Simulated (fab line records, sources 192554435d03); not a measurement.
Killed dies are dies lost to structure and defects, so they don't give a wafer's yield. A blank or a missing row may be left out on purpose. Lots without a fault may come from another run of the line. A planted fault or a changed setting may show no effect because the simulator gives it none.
fab line records | flow n5_finfet | part 1 of 2: steps 1 to 3 of 6
record lots=21 wafers=63 last_day=18
route steps=1938 shown BEOL_M6@1215 BEOL_M7@1280
lots that met no fault: from a run of the same line without faults
start_h: hours from the record's first day to the start of the lot's first wafer shown | wait_h: hours since the lot's step before | " the same as in the row above | L1.1+2: a row that stands for several wafers | - no value, or no start given | * or withheld: withheld | < > ~ a bound
route shown NAME@n: a module of which the file shows steps, and the number in the route of the first | usual: mean/standard deviation of fault-free wafers | same: alike in all rows | chamber/n: place in a boat | sites: the reading at each site | _std_site: their standard deviation | _edge_site: outer sites' mean less inner sites' | radius_mm: how far each site lies from the wafer's centre | mask NAME#n: copy n | behind: the tool/chamber that last shaped the wafer | hold: why the lot was held/for how many hours/how that ended | device: the transistor (n, p or np) that didn't switch | end of line: the same wafers' tests at the end of the route | a step without rows: its recipe alone | killed: dies lost to structure and defects at the first sort, not the wafer's yield | map: a wafer's dies, x killed, . not, _ none there
set.NAME: the setting as run; set.NAME@STEP: as run at that earlier step | model.NAME: the simulator's own value behind a step, which no gauge read
steps of the route over a sample of lots; a table a step, a row a wafer
services: from which hour (start_h, from the record's first day; less than 0 if before it) a tool's chamber was out of use, for how many hours, and why
## steps
# step N5_BEOL_M6_HM_OPEN_17
# recipe chemistry=Cl2/BCl3 target_depth_a=200 overetch_a=60 target=TiN mask_material=SOC ion_energy_ev=150 pressure_mtorr=10 icp_w=1000 bias_w=126 Cl2_flow_sccm=53.25 bcl3_flow_sccm=21.75 Ar_flow_sccm=25
# usual bias_w=126.0/0.39 drypump_motor_current_A=6.0/0.32 he_backside_leak_sccm=3.54/0.2 oes_product_au=0.67/0.076 throttle_valve_pct=22.07/0.2
# columns lot.wafer tool chamber start_h wait_h bias_w drypump_motor_current_A he_backside_leak_sccm oes_product_au rf_hours_counter_h throttle_valve_pct
L074.2 rie_metal-02 0 175.03 0.0 125.9 6.1 3.51 0.74 11 22.12
L074.4 " 0 " " 126.6 6.1 3.42 0.76 - 22.10
L074.6 " 0 " " 126.4 6.1 3.53 0.76 - 22.11
L075.1 rie_metal-03 0 203.52 0.0 125.3 6.3 3.55 0.69 38 22.06
L075.4 " 1 " " 125.9 6.0 3.70 0.53 - 22.04
L075.6 " 1 " " 125.6 6.1 3.55 0.51 - 22.04
L076.3 rie_metal-03 1 208.35 0.1 126.0 6.1 3.53 0.52 - 22.03
L076.5 " 0 " " 126.4 6.3 3.56 0.68 - 22.06
L076.6 " 1 " " 126.2 6.1 3.65 0.52 - 22.01
L077.2 rie_metal-02 0 212.11 0.0 126.0 6.1 3.55 0.74 13 22.12
L077.4 " 0 " " 125.6 6.1 3.60 0.74 - 22.10
L077.5 " 0 " " 126.5 6.1 3.56 0.73 - 22.12
L078.1 rie_metal-03 0 218.68 0.0 126.1 6.3 3.49 0.67 40 22.08
L078.3 " 0 " " 126.4 6.3 3.57 0.68 - 22.07
L078.4 " 1 " " 125.9 6.0 3.53 0.51 - 22.03
L080.2 rie_metal-01 1 232.76 0.0 125.7 6.1 3.69 0.67 36 22.24
L080.3 " 1 " " 125.9 6.1 3.69 0.66 - 22.26
L080.6 " 1 " " 126.1 6.1 3.62 0.68 - 22.25
L081.3 rie_metal-03 0 242.42 0.1 126.4 6.3 3.48 0.67 - 22.09
L081.5 " 1 " " 126.1 6.1 3.55 0.52 - 22.04
L081.6 " 0 " " 126.2 6.3 3.36 0.67 - 22.09
L085.2 rie_metal-01 1 243.30 0.0 126.0 6.1 3.53 0.67 37 22.26
L085.3 " 1 " " 125.9 6.2 3.59 0.67 - 22.25
L085.5 " 1 " " 126.0 6.1 3.60 0.67 - 22.24
L083.4 rie_metal-03 1 256.10 0.1 125.5 6.1 3.43 0.52 - 22.02
L083.5 " 1 " " 125.2 6.1 3.54 0.52 - 22.01
L083.6 " 0 " " 126.4 6.3 3.50 0.68 - 22.06
L084.3 rie_metal-02 1 261.62 0.1 125.3 6.2 3.11 0.73 - 22.36
L084.4 " 0 " " 125.7 6.1 3.55 0.73 - 22.13
L084.5 " 0 " " 125.5 6.1 3.46 0.74 - 22.12
L086.1 rie_metal-03 0 265.17 0.0 126.7 6.3 3.55 0.68 44 22.07
L086.3 " 0 " " 126.4 6.3 3.62 0.68 - 22.07
L086.5 " 0 " " 126.4 6.3 3.56 0.67 - 22.08
L088.2 rie_metal-02 0 265.46 0.0 126.4 6.1 3.53 0.72 18 22.13
L088.4 " 1 " " 125.8 6.2 3.19 0.72 - 22.38
L088.5 " 0 " " 126.4 6.1 3.49 0.71 - 22.13
L087.1 rie_metal-01 1 265.60 0.0 126.8 6.1 3.52 0.67 40 22.25
L087.3 " 0 " " 126.0 5.3 3.60 0.64 - 21.74
L087.6 " 1 " " 126.0 6.2 3.72 0.67 - 22.24
L089.4 rie_metal-01 0 279.63 0.1 125.8 5.3 3.55 0.65 - 21.74
L089.5 " 0 " " 126.0 5.3 3.71 0.64 - 21.74
L089.6 " 1 " " 126.2 6.1 3.41 0.67 - 22.24
L090.1 rie_metal-02 0 293.13 0.0 126.1 6.2 3.62 0.72 19 22.13
L090.3 " 0 " " 126.1 6.1 3.61 0.70 - 22.16
L090.5 " 1 " " 125.9 6.2 3.26 0.70 - 22.40
L091.3 rie_metal-03 1 295.26 0.1 126.4 6.0 3.38 0.84 - 21.79
L091.5 " 0 " " 125.7 6.3 3.52 0.66 - 22.09
L091.6 " 1 " " 126.1 6.1 3.42 0.83 - 21.81
L093.2 rie_metal-03 0 302.34 0.0 125.9 6.3 3.59 0.67 47 22.09
L093.3 " 1 " " 125.7 6.1 3.43 0.82 - 21.79
L093.5 " 0 " " 125.1 6.3 3.51 0.66 - 22.11
L092.2 rie_metal-03 1 305.65 0.0 125.6 6.1 3.39 0.82 1 21.78
L092.3 " 0 " " 126.3 6.3 3.67 0.67 - 22.08
L092.6 " 0 " " 126.2 6.3 3.58 0.67 - 22.08
L095.1 rie_metal-02 1 331.15 0.0 126.2 6.2 3.14 0.71 19 22.37
L095.4 " 1 " " 126.2 6.2 3.34 0.71 - 22.39
L095.5 " 0 " " 125.5 6.1 3.46 0.70 - 22.13
L097.2 rie_metal-01 0 335.98 0.0 125.8 5.3 3.70 0.62 53 21.77
L097.3 " 1 " " 125.4 6.2 3.70 0.65 - 22.31
L097.5 " 0 " " 126.0 5.3 3.59 0.62 - 21.77
L096.1 rie_metal-03 0 341.88 0.0 126.3 6.3 3.65 0.66 49 22.09
L096.2 " 1 " " 125.7 6.1 3.41 0.80 3 21.79
L096.5 " 0 " " 125.9 6.3 3.61 0.66 - 22.10
# step N5_BEOL_M6_TRENCH_ETCH_37
# recipe chemistry=C4F6/O2 target_depth_a=944.35 target=SiCOH_lowk time_s=31.5 ion_energy_ev=250 pressure_mtorr=30 source_w=345 bias_w=185 Ar_flow_sccm=300 C4F6_flow_sccm=10 O2_flow_sccm=10
# usual C4F6_flow_sccm=10.00/0.032 bias_w=185.0/0.58 drypump_motor_current_A=5.6/0.59 oes_o_777_au=0.80/0.095 oes_product_au=0.80/0.097 rf_vpp_V=668/8.9 showerhead_plenum_p_Torr=2.83/0.095 throttle_valve_pct=20.92/0.3
# columns lot.wafer tool chamber start_h wait_h C4F6_flow_sccm bias_w drypump_motor_current_A oes_o_777_au oes_product_au rf_hours_counter_h rf_vpp_V showerhead_plenum_p_Torr throttle_valve_pct
L074.2 rie_diel-05 1 - - 10.10 184.2 5.8 0.69 0.71 240 667 2.82 21.14
L074.4 " 3 " " 10.03 185.3 6.1 0.70 0.73 200 671 2.94 21.30
L074.6 " 1 " " 10.04 184.5 5.8 0.69 0.70 - 669 2.82 21.13
L075.1 rie_diel-06 0 - - 10.00 185.6 5.6 0.74 0.77 175 667 2.87 21.12
L075.4 " 1 " " 10.01 185.7 4.9 0.77 0.75 162 655 2.76 21.41
L075.6 " 1 " " 9.98 185.8 4.9 0.77 0.76 - 655 2.76 21.41
L076.3 rie_diel-06 3 - - 9.98 185.7 5.5 0.65 0.67 233 675 2.72 21.23
L076.5 " 1 " " 10.04 184.6 4.9 0.78 0.75 - 654 2.76 21.42
L076.6 " 0 " " 9.98 185.4 5.6 0.75 0.76 - 666 2.87 21.12
L077.2 rie_diel-05 0 - - 9.95 185.1 6.1 0.88 0.87 54 659 2.79 20.62
L077.4 " 1 " " 9.98 184.9 5.8 0.68 0.69 - 669 2.82 21.16
L077.5 " 0 " " 9.95 184.5 6.1 0.89 0.86 - 658 2.79 20.62
L078.1 rie_diel-06 3 - - 10.00 184.6 5.4 0.65 0.67 237 674 2.71 21.24
L078.3 " 1 " " 9.96 184.5 4.9 0.77 0.74 170 656 2.76 21.40
L078.4 " 1 " " 9.94 184.8 4.8 0.76 0.75 - 654 2.76 21.41
L080.2 rie_diel-06 3 - - 10.05 184.3 5.4 0.64 0.67 242 676 2.71 21.25
L080.3 " 1 " " 10.01 185.5 4.9 0.76 0.74 175 654 2.75 21.40
L080.6 " 2 " " 9.96 184.7 6.6 0.96 0.97 - 670 3.03 20.60
L081.3 rie_diel-06 3 - - 9.97 184.9 5.5 0.64 0.66 247 676 2.71 21.27
L081.5 " 2 " " 10.00 183.2 6.6 0.96 0.96 - 672 3.03 20.61
L081.6 " 1 " " 9.98 185.6 4.9 0.76 0.74 - 654 2.75 21.41
L085.2 rie_diel-01 3 - - 10.08 185.0 5.2 0.90 0.92 15 681 2.78 20.63
L085.3 " 0 " " 10.04 184.2 4.9 0.80 0.78 132 675 2.73 20.95
L085.5 " 2 " " 10.01 185.4 6.4 0.83 0.81 - 658 2.89 20.61
L083.4 rie_diel-01 1 - - 9.93 184.5 5.1 0.70 0.71 191 668 2.81 20.82
L083.5 " 1 " " 9.98 184.8 5.1 0.70 0.72 - 668 2.81 20.81
L083.6 " 0 " " 10.00 185.1 4.9 0.80 0.77 - 674 2.73 20.98
L084.3 rie_diel-01 3 - - 9.97 185.2 5.2 0.88 0.92 22 679 2.78 20.63
L084.4 " 2 " " 10.05 184.9 6.4 0.82 0.82 98 659 2.89 20.62
L084.5 " 0 " " 9.96 184.5 4.9 0.80 0.77 - 674 2.73 20.98
L088.2 rie_diel-01 2 - - 10.01 185.1 6.4 0.83 0.82 99 658 2.89 20.63
L088.4 " 0 " " 10.02 185.5 4.9 0.80 0.77 - 674 2.73 20.97
L088.5 " 2 " " 10.02 185.6 6.4 0.82 0.80 - 657 2.89 20.61
L086.1 rie_diel-05 3 - - 9.98 184.7 6.0 0.69 0.69 235 671 2.92 21.34
L086.3 " 1 " " 10.05 184.0 5.8 0.93 0.96 9 667 2.81 20.77
L086.5 " 3 " " 10.02 185.2 6.1 0.69 0.69 - 672 2.92 21.36
L087.1 rie_diel-06 1 - - 10.01 185.0 4.8 0.75 0.73 191 653 2.75 21.45
L087.3 " 2 " " 10.00 185.1 6.6 0.95 0.95 21 670 3.02 20.61
L087.6 " 1 " " 9.99 184.9 4.8 0.75 0.74 - 655 2.75 21.43
L089.4 rie_diel-06 0 - - 9.98 184.5 5.6 0.74 0.74 196 665 2.86 21.15
L089.5 " 3 " " 9.97 185.7 5.4 0.89 0.93 - 685 3.05 21.01
L089.6 " 0 " " 9.99 185.7 5.6 0.74 0.75 - 666 2.86 21.14
L090.1 rie_diel-01 3 - - 10.03 185.4 5.2 0.87 0.91 32 681 2.78 20.67
L090.3 " 0 " " 10.02 186.0 4.9 0.79 0.76 150 674 2.73 21.00
L090.5 " 3 " " 10.00 184.9 5.2 0.87 0.90 - 680 2.78 20.66
L091.3 rie_diel-05 2 - - 9.97 185.8 5.6 0.86 0.91 29 683 2.91 20.58
L091.5 " 1 " " 10.02 184.4 5.8 0.91 0.93 - 668 2.81 20.77
L091.6 " 0 " " 9.99 185.3 6.1 0.85 0.83 - 656 2.78 20.65
L093.2 rie_diel-01 3 - - 9.99 185.4 5.2 0.86 0.90 36 681 2.77 20.65
L093.3 " 2 " " 10.04 184.1 6.4 0.82 0.79 112 656 2.88 20.63
L093.5 " 2 " " 10.01 184.5 6.4 0.81 0.79 - 656 2.88 20.63
L092.2 rie_diel-05 0 - - 9.97 185.1 6.1 0.84 0.81 81 659 2.77 20.65
L092.3 " 2 " " 10.02 185.0 5.5 0.86 0.89 31 683 2.90 20.56
L092.6 " 1 " " 10.00 185.2 5.7 0.91 0.93 - 670 2.81 20.77
L097.2 rie_diel-05 1 - - 9.99 184.6 5.8 0.88 0.89 37 666 2.80 20.81
L097.3 " 0 " " 10.03 184.8 6.1 0.82 0.79 97 659 2.77 20.68
L097.5 " 2 " " 9.97 185.2 5.5 0.84 0.87 - 683 2.90 20.61
L095.1 rie_diel-01 1 - - 9.98 184.5 5.1 0.69 0.69 217 667 2.80 20.87
L095.4 " 3 " " 9.99 184.2 5.3 0.84 0.87 49 680 2.77 20.70
L095.5 " 3 " " 10.04 184.6 5.2 0.84 0.87 - 680 2.77 20.69
L096.1 rie_diel-01 0 - - 10.00 185.6 4.9 0.77 0.75 166 672 2.72 21.03
L096.2 " 1 " " 9.97 186.2 5.1 0.69 0.70 217 666 2.80 20.87
L096.5 " 1 " " 10.00 186.3 5.1 0.69 0.70 - 666 2.80 20.88
# step N5_BEOL_M6_INSPECT_58
# recipe inspect_instrument=darkfield mode=post_dep
# usual raw_defect_count=67/21
# columns lot.wafer tool chamber start_h wait_h raw_defect_count
L074.2 defect_inspect-02 - 182.87 0.0 38
L074.4 " - " " 50
L074.6 " - " " 34
L075.1 defect_inspect-02 - 209.07 0.0 95
L075.4 " - " " 52
L075.6 " - " " 67
L076.3 defect_inspect-02 - 215.21 0.0 58
L076.5 " - " " 71
L076.6 " - " " 66
L077.2 defect_inspect-01 - 216.02 0.0 76
L077.4 " - " " 59
L077.5 " - " " 64
L078.1 defect_inspect-02 - 224.06 0.0 55
L078.3 " - " " 66
L078.4 " - " " 68
L080.2 defect_inspect-01 - 238.87 0.0 52
L080.3 " - " " 43
L080.6 " - " " 61
L081.3 defect_inspect-02 - 247.29 0.0 87
L081.5 " - " " 80
L081.6 " - " " 55
L085.2 defect_inspect-02 - 247.70 0.0 71
L085.3 " - " " 80
L085.5 " - " " 94
L083.4 defect_inspect-02 - 263.26 0.0 38
L083.5 " - " " 81
L083.6 " - " " 45
L084.3 defect_inspect-02 - 268.01 0.0 93
L084.4 " - " " 80
L084.5 " - " " 66
L088.2 defect_inspect-01 - 269.57 0.0 78
L088.4 " - " " 75
L088.5 " - " " 113
L086.1 defect_inspect-02 - 270.09 0.0 100
L086.3 " - " " 87
L086.5 " - " " 67
L087.1 defect_inspect-01 - 270.25 0.0 66
L087.3 " - " " 56
L087.6 " - " " 38
L089.4 defect_inspect-02 - 284.35 0.0 84
L089.5 " - " " 69
L089.6 " - " " 123
L090.1 defect_inspect-02 - 297.67 0.0 72
L090.3 " - " " 95
L090.5 " - " " 60
L091.3 defect_inspect-01 - 302.22 0.0 45
L091.5 " - " " 48
L091.6 " - " " 82
L093.2 defect_inspect-01 - 306.38 0.0 51
L093.3 " - " " 30
L093.5 " - " " 55
L092.2 defect_inspect-02 - 310.11 0.0 88
L092.3 " - " " 91
L092.6 " - " " 134
L097.2 defect_inspect-02 - 344.81 0.0 65
L097.3 " - " " 52
L097.5 " - " " 111
L095.1 defect_inspect-01 - 347.59 0.0 40
L095.4 " - " " 58
L095.5 " - " " 39
L096.1 defect_inspect-02 - 348.86 0.0 91
L096.2 " - " " 80
L096.5 " - " " 49
